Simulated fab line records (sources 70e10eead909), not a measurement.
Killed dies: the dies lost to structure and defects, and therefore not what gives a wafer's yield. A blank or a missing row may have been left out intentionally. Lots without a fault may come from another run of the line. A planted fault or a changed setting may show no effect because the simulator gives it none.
Which tool did it? || flow nand-harc || 12 lots, 36 wafers sampled, at 6 steps of a route of 1159

## WHAT THE GAUGES READ, wafer by wafer
NHARC_P_M2_CD_MEAS_09: the cd target is 170 nm.
{"lot": "L561", "measured": "day 6 07:23", "on": "cd-sem-01", "cd-nm (nm)": "169.2 169.2 169.3"}
{"lot": "L563", "measured": "day 6 10:08", "on": "cd-sem-01", "cd-nm (nm)": "170.4 170.9 171.1"}
{"lot": "L562", "measured": "day 6 14:46", "on": "cd-sem-02", "cd-nm (nm)": "171.1 170.4 170.1"}
{"lot": "L566", "measured": "day 7 13:59", "on": "cd-sem-01", "cd-nm (nm)": "169.8 170.3 170.8"}
{"lot": "L567", "measured": "day 7 14:43", "on": "cd-sem-03", "cd-nm (nm)": "169.9 170.2 171.1"}
{"lot": "L576", "measured": "day 10 04:09", "on": "cd-sem-02", "cd-nm (nm)": "170.3 170.3 169.0"}
{"lot": "L577", "measured": "day 10 06:11", "on": "cd-sem-02", "cd-nm (nm)": "170.4 169.8 170.4"}
{"lot": "L579", "measured": "day 10 19:17", "on": "cd-sem-02", "cd-nm (nm)": "169.7 169.8 169.0"}
{"lot": "L580", "measured": "day 11 03:31", "on": "cd-sem-03", "cd-nm (nm)": "170.1 169.8 169.4"}
{"lot": "L581", "measured": "day 11 04:35", "on": "cd-sem-01", "cd-nm (nm)": "169.5 168.7 168.7"}
{"lot": "L582", "measured": "day 11 10:32", "on": "cd-sem-01", "cd-nm (nm)": "169.8 170.5 171.1"}
{"lot": "L584", "measured": "day 11 14:39", "on": "cd-sem-01", "cd-nm (nm)": "170.8 169.9 169.7"}

NHARC_P_BONDPAD_THK_MEAS_33: measures by ellipsometry.
{"lot": "L561", "measured": "day 6 11:28", "on": "film-metro-01", "thk-nm (nm)": "197.7 200.0 199.5"}
{"lot": "L563", "measured": "day 6 14:07", "on": "film-metro-02", "thk-nm (nm)": "202.1 201.5 199.6"}
{"lot": "L562", "measured": "day 6 18:50", "on": "film-metro-01", "thk-nm (nm)": "200.2 198.4 200.5"}
{"lot": "L566", "measured": "day 7 17:59", "on": "film-metro-02", "thk-nm (nm)": "248.9 252.0 253.0"}
{"lot": "L567", "measured": "day 7 18:44", "on": "film-metro-02", "thk-nm (nm)": "247.8 248.8 250.7"}
{"lot": "L576", "measured": "day 10 08:22", "on": "film-metro-02", "thk-nm (nm)": "199.4 200.9 200.8"}
{"lot": "L577", "measured": "day 10 10:20", "on": "film-metro-02", "thk-nm (nm)": "197.1 198.8 199.1"}
{"lot": "L579", "measured": "day 10 23:24", "on": "film-metro-02", "thk-nm (nm)": "200.2 197.6 199.9"}
{"lot": "L580", "measured": "day 11 08:20", "on": "film-metro-02", "thk-nm (nm)": "199.2 198.3 198.9"}
{"lot": "L581", "measured": "day 11 08:59", "on": "film-metro-02", "thk-nm (nm)": "199.3 196.8 197.0"}
{"lot": "L582", "measured": "day 11 14:50", "on": "film-metro-02", "thk-nm (nm)": "199.6 200.5 200.0"}
{"lot": "L584", "measured": "day 11 18:43", "on": "film-metro-02", "thk-nm (nm)": "200.1 201.1 198.5"}

NHARC_P_BONDPAD_CD_MEAS_09: the cd target is 500 nm.
{"lot": "L561", "measured": "day 6 12:02", "on": "cd-sem-01", "cd-nm (nm)": "498.9 500.2 498.3"}
{"lot": "L563", "measured": "day 6 14:34", "on": "cd-sem-01", "cd-nm (nm)": "500.9 501.1 502.3"}
{"lot": "L562", "measured": "day 6 19:24", "on": "cd-sem-01", "cd-nm (nm)": "500.5 501.4 502.2"}
{"lot": "L566", "measured": "day 7 18:33", "on": "cd-sem-03", "cd-nm (nm)": "500.9 499.4 500.5"}
{"lot": "L567", "measured": "day 7 19:19", "on": "cd-sem-01", "cd-nm (nm)": "498.7 496.8 502.8"}
{"lot": "L576", "measured": "day 10 08:56", "on": "cd-sem-03", "cd-nm (nm)": "499.6 500.4 499.9"}
{"lot": "L577", "measured": "day 10 10:47", "on": "cd-sem-02", "cd-nm (nm)": "500.1 499.4 500.8"}
{"lot": "L579", "measured": "day 10 23:58", "on": "cd-sem-03", "cd-nm (nm)": "501.5 500.7 500.8"}
{"lot": "L580", "measured": "day 11 08:55", "on": "cd-sem-02", "cd-nm (nm)": "502.8 503.6 501.5"}
{"lot": "L581", "measured": "day 11 09:34", "on": "cd-sem-03", "cd-nm (nm)": "502.7 503.7 501.5"}
{"lot": "L582", "measured": "day 11 15:26", "on": "cd-sem-03", "cd-nm (nm)": "500.2 501.1 501.3"}
{"lot": "L584", "measured": "day 11 19:19", "on": "cd-sem-03", "cd-nm (nm)": "500.2 501.8 502.8"}

NHARC_END_SORT_01.
{"lot": "L566", "measured": "day 21 04:46", "on": "prober-01", "defect-limited-yield (%)": "0 0 0", "killed-at-array": "7 15 10", "killed-at-other": "0 0 0", "killed-at-periphery": "670 662 667", "killed-dies": "677 677 677", "killed-open": "2 1 1", "killed-short": "1 0 2", "sort_bin_2_pct (%)": "98.8 98.5 98.8", "sort_bin_3_pct (%)": "0 0 0.15", "sort_bin_4_pct (%)": "1.2 1.5 1.0", "sort-n-pass": "0 0 0", "sort-rim-yield-pct (%)": "0 0 0", "sort-yield-pct (%)": "0 0 0"}
{"lot": "L567", "measured": "day 20 21:58", "on": "prober-02", "defect-limited-yield (%)": "0 0 0", "killed-at-array": "33 25 32", "killed-at-other": "0 0 0", "killed-at-periphery": "644 652 645", "killed-dies": "677 677 677", "killed-open": "6 4 6", "killed-short": "1 3 1", "sort_bin_2_pct (%)": "96.5 96.5 96.5", "sort_bin_3_pct (%)": "0.15 0.15 0", "sort_bin_4_pct (%)": "3.4 3.4 3.5", "sort-n-pass": "0 0 0", "sort-rim-yield-pct (%)": "0 0 0", "sort-yield-pct (%)": "0 0 0"}
{"lot": "L576", "measured": "day 22 20:50", "on": "prober-02", "defect-limited-yield (%)": 96.0, "killed-at-array": 24, "killed-at-other": 0, "killed-at-periphery": 3, "killed-dies": 27, "killed-open": 2, "killed-short": 3, "sort_bin_2_pct (%)": 0.9, "sort_bin_3_pct (%)": 0.30, "sort_bin_4_pct (%)": 2.8, "sort-n-pass": 650, "sort-rim-yield-pct (%)": 99.1, "sort-yield-pct (%)": 96.0}
{"lot": "L577", "measured": "day 22 13:04", "on": "prober-01", "defect-limited-yield (%)": "94.1 95.0 95.1", "killed-at-array": "33 30 26", "killed-at-other": "1 0 0", "killed-at-periphery": "6 4 7", "killed-dies": "40 34 33", "killed-open": "5 3 3", "killed-short": "4 1 2", "sort_bin_2_pct (%)": "1.9 1.8 1.9", "sort_bin_3_pct (%)": "0.15 0.15 0", "sort_bin_4_pct (%)": "3.8 3.1 3.0", "sort-n-pass": "637 643 644", "sort-rim-yield-pct (%)": "93.4 94.3 96.2", "sort-yield-pct (%)": "94.1 95.0 95.1"}
{"lot": "L581", "measured": "day 24 10:23", "on": "prober-02", "defect-limited-yield (%)": "95.6 95.3 95.1", "killed-at-array": "27 26 28", "killed-at-other": "0 1 1", "killed-at-periphery": "3 5 4", "killed-dies": "30 32 33", "killed-open": "2 5 3", "killed-short": "0 2 1", "sort_bin_2_pct (%)": "1.3 1.2 0.9", "sort_bin_3_pct (%)": "0.15 0.15 0.44", "sort_bin_4_pct (%)": "3.0 3.4 3.5", "sort-n-pass": "647 645 644", "sort-rim-yield-pct (%)": "99.1 97.2 98.1", "sort-yield-pct (%)": "95.6 95.3 95.1"}
{"lot": "L584", "measured": "day 24 19:32", "on": "prober-01", "defect-limited-yield (%)": "93.6 93.9 92.9", "killed-at-array": "38 37 42", "killed-at-other": "0 0 1", "killed-at-periphery": "5 4 5", "killed-dies": "43 41 48", "killed-open": "4 2 7", "killed-short": "4 1 2", "sort_bin_2_pct (%)": "1.8 1.2 2.2", "sort_bin_3_pct (%)": "0.44 0.59 0.30", "sort_bin_4_pct (%)": "4.1 4.3 4.6", "sort-n-pass": "634 636 629", "sort-rim-yield-pct (%)": "89.6 90.6 92.5", "sort-yield-pct (%)": "93.6 93.9 92.9"}

## TOOL THAT RAN EACH LOT (tool first, then ch and the chambers of the sampled wafers, then the start)
{"lot": "L561", "NHARC_P_M2_PRE_CLEAN_30": "pvd-sputter-03, day 6 11:16 or earlier", "NHARC_P_BONDPAD_CMP_32": "cmp-03 ch 1,2,3, day 6 11:16"}
{"lot": "L563", "NHARC_P_M2_PRE_CLEAN_30": "pvd-sputter-01, day 6 13:52 or earlier", "NHARC_P_BONDPAD_CMP_32": "cmp-04 ch 0,3, day 6 13:52"}
{"lot": "L562", "NHARC_P_M2_PRE_CLEAN_30": "pvd-sputter-03, day 6 18:36 or earlier", "NHARC_P_BONDPAD_CMP_32": "cmp-03 ch 0,1,2, day 6 18:36"}
{"lot": "L566", "NHARC_P_M2_PRE_CLEAN_30": "pvd-sputter-02, day 7 17:45 or earlier", "NHARC_P_BONDPAD_CMP_32": "cmp-02 ch 2,3, day 7 17:45"}
{"lot": "L567", "NHARC_P_M2_PRE_CLEAN_30": "pvd-sputter-03, day 7 18:31 or earlier", "NHARC_P_BONDPAD_CMP_32": "cmp-02 ch 0,3, day 7 18:31"}
{"lot": "L576", "NHARC_P_M2_PRE_CLEAN_30": "pvd-sputter-03, day 10 08:08 or earlier", "NHARC_P_BONDPAD_CMP_32": "cmp-02 ch 1,2,3, day 10 08:08"}
{"lot": "L577", "NHARC_P_M2_PRE_CLEAN_30": "pvd-sputter-01, day 10 10:10 or earlier", "NHARC_P_BONDPAD_CMP_32": "cmp-02 ch 0,1,3, day 10 10:10"}
{"lot": "L579", "NHARC_P_M2_PRE_CLEAN_30": "pvd-sputter-02, day 10 23:09 or earlier", "NHARC_P_BONDPAD_CMP_32": "cmp-03 ch 0,1,2, day 10 23:09"}
{"lot": "L580", "NHARC_P_M2_PRE_CLEAN_30": "pvd-sputter-03, day 11 08:05 or earlier", "NHARC_P_BONDPAD_CMP_32": "cmp-02 ch 0,1,3, day 11 08:05"}
{"lot": "L581", "NHARC_P_M2_PRE_CLEAN_30": "pvd-sputter-02, day 11 08:43 or earlier", "NHARC_P_BONDPAD_CMP_32": "cmp-03 ch 1,2,3, day 11 08:43"}
{"lot": "L582", "NHARC_P_M2_PRE_CLEAN_30": "pvd-sputter-03, day 11 14:38 or earlier", "NHARC_P_BONDPAD_CMP_32": "cmp-02 ch 1,2,3, day 11 14:38"}
{"lot": "L584", "NHARC_P_M2_PRE_CLEAN_30": "pvd-sputter-01, day 11 18:30 or earlier", "NHARC_P_BONDPAD_CMP_32": "cmp-03 ch 1,2,3, day 11 18:30"}
- NHARC_P_M2_PRE_CLEAN_30: time 30 s.
- NHARC_P_BONDPAD_CMP_32: polishes SiCN, target thk 200 nm.

## AS READ BY THE TOOLS THEMSELVES (means over the sampled wafers that have a number; for cases with no such wafer, the mark the record gives instead)
NHARC_P_M2_PRE_CLEAN_30.
{"lot": "L561", "tool": "pvd-sputter-03", "heater-power-w (W)": 458}
{"lot": "L563", "tool": "pvd-sputter-01", "heater-power-w (W)": 456}
{"lot": "L562", "tool": "pvd-sputter-03", "heater-power-w (W)": 404}
{"lot": "L566", "tool": "pvd-sputter-02", "heater-power-w (W)": 398}
{"lot": "L567", "tool": "pvd-sputter-03", "heater-power-w (W)": 447}
{"lot": "L576", "tool": "pvd-sputter-03", "heater-power-w (W)": 427}
{"lot": "L577", "tool": "pvd-sputter-01", "heater-power-w (W)": 391}
{"lot": "L579", "tool": "pvd-sputter-02", "heater-power-w (W)": 431}
{"lot": "L580", "tool": "pvd-sputter-03", "heater-power-w (W)": 447}
{"lot": "L581", "tool": "pvd-sputter-02", "heater-power-w (W)": 420}
{"lot": "L582", "tool": "pvd-sputter-03", "heater-power-w (W)": 431}
{"lot": "L584", "tool": "pvd-sputter-01", "heater-power-w (W)": 386}

NHARC_P_BONDPAD_CMP_32.
{"lot": "L561", "tool": "cmp-03", "edge-zone-pressure-frac": 1.001, "motor-current-A (A)": 12.1}
{"lot": "L563", "tool": "cmp-04", "edge-zone-pressure-frac": 1.000, "motor-current-A (A)": 12.2}
{"lot": "L562", "tool": "cmp-03", "edge-zone-pressure-frac": 1.002, "motor-current-A (A)": 12.1}
{"lot": "L566", "tool": "cmp-02", "edge-zone-pressure-frac": "-", "motor-current-A (A)": "-"}
{"lot": "L567", "tool": "cmp-02", "edge-zone-pressure-frac": "-", "motor-current-A (A)": "-"}
{"lot": "L576", "tool": "cmp-02", "edge-zone-pressure-frac": 0.999, "motor-current-A (A)": 11.9}
{"lot": "L577", "tool": "cmp-02", "edge-zone-pressure-frac": 0.997, "motor-current-A (A)": 12.1}
{"lot": "L579", "tool": "cmp-03", "edge-zone-pressure-frac": 1.003, "motor-current-A (A)": 12.2}
{"lot": "L580", "tool": "cmp-02", "edge-zone-pressure-frac": 1.000, "motor-current-A (A)": 12.1}
{"lot": "L581", "tool": "cmp-03", "edge-zone-pressure-frac": 1.002, "motor-current-A (A)": 12.0}
{"lot": "L582", "tool": "cmp-02", "edge-zone-pressure-frac": 0.997, "motor-current-A (A)": 11.6}
{"lot": "L584", "tool": "cmp-03", "edge-zone-pressure-frac": 1.002, "motor-current-A (A)": 11.6}

## THE ANSWER, worked out from the rows above alone
Rule: what is usual is taken from the lots themselves. Put in order of their means at a reading, lots are off if they are a third of the lots or fewer, leave a main group of 4 or more, and stand apart from it by a gap of 3 or more times the standard deviation of the main group's means; of several such gaps the widest counts. Not used: any main group whose means are identical at the precision the tables above print for the reading. Also off: a lot with no number at a reading for which 4 or more lots have one. Any other lot the step has rows for is counted as sound. After the gauges, taken in route order, come the tools' own readings; for these a lot's mean is taken, as printed above. At the first step where some lot is off, the reading lying furthest off is the one used; lots without a number count as furthest.
Off, at NHARC_P_BONDPAD_THK_MEAS_33 on thk-nm: L566, L567. For the main group the mean is 199.4 nm and the standard deviation 0.95.
A tool fits if, at a process step before that reading, it ran every lot that is off, and no sound lot after the first of them. The gauges at NHARC_P_BONDPAD_THK_MEAS_33 aren't tried: what is off there is off at NHARC_END_SORT_01 too, on other tools, and a gauge's error can't cause that. NHARC_P_M2_PRE_CLEAN_30: start missing for some lots; hours and lot order therefore follow NHARC_P_BONDPAD_CMP_32. Of those tried, none fits.

## WHAT HAD BEEN PUT IN BY THE SIMULATOR
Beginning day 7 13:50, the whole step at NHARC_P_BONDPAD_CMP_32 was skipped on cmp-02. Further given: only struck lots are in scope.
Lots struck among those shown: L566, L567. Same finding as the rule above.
